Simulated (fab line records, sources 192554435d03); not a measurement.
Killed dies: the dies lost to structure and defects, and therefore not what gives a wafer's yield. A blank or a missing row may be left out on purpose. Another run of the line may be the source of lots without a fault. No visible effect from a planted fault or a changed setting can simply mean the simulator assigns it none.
Matching of chambers    flow n5 finfet    rie diel-02 running N5_BEOL_M11_DESCUM_33: 4 sister chambers
The step chemistry O2, time 7.9 s. 7 wafers are shown with their chamber, then 9 later ones without.

WAFERS PAIRED WITH THEIR CHAMBERS
wafer   chamber  drypump motor current A (A)  throttle valve pct (%)
L078.2  0        5.09                         20.21
L081.4  2        5.84                         20.03
L081.5  3        5.33                         20.51
L084.2  3        5.34                         20.51
L087.1  1        5.67                         20.50
L087.5  2        5.82                         20.07
L087.6  1        5.69                         20.50

WAFERS WITHOUT THEIR CHAMBER
wafer   drypump motor current A (A)  throttle valve pct (%)
L089.1  5.32                         20.53
L089.3  5.64                         20.50
L089.4  5.87                         20.07
L093.1  5.33                         20.56
L093.4  5.80                         20.09
L093.6  5.80                         20.07
L095.3  5.11                         20.27
L095.5  5.13                         20.28
L095.6  5.33                         20.56

EACH ONE'S CHAMBER
wafer   from the rows above  in truth
L089.1  3                    3
L089.3  1                    1
L089.4  2                    2
L093.1  3                    3
L093.4  2                    2
L093.6  2                    2
L095.3  0                    0
L095.5  0                    0
L095.6  3                    3
Correctly placed: 9 of 9. Left unplaced by these rows: 0. Wrongly placed: 0.
How it was worked out, from the rows above alone: a wafer's distance from a chamber is the root of the sum, over the readings, of the square of ((its reading less the chamber's mean) divided by the reading's scatter). If the next closest chamber is less than 2 further off than the closest, the wafer can't be placed; otherwise it belongs to the closest. For every chamber, the mean is computed from those of its wafers that are shown. How the scatter is found: for the shown wafers, subtract from each reading the mean of its chamber, square and add these, divide the total by (wafers less chambers), then take the root.
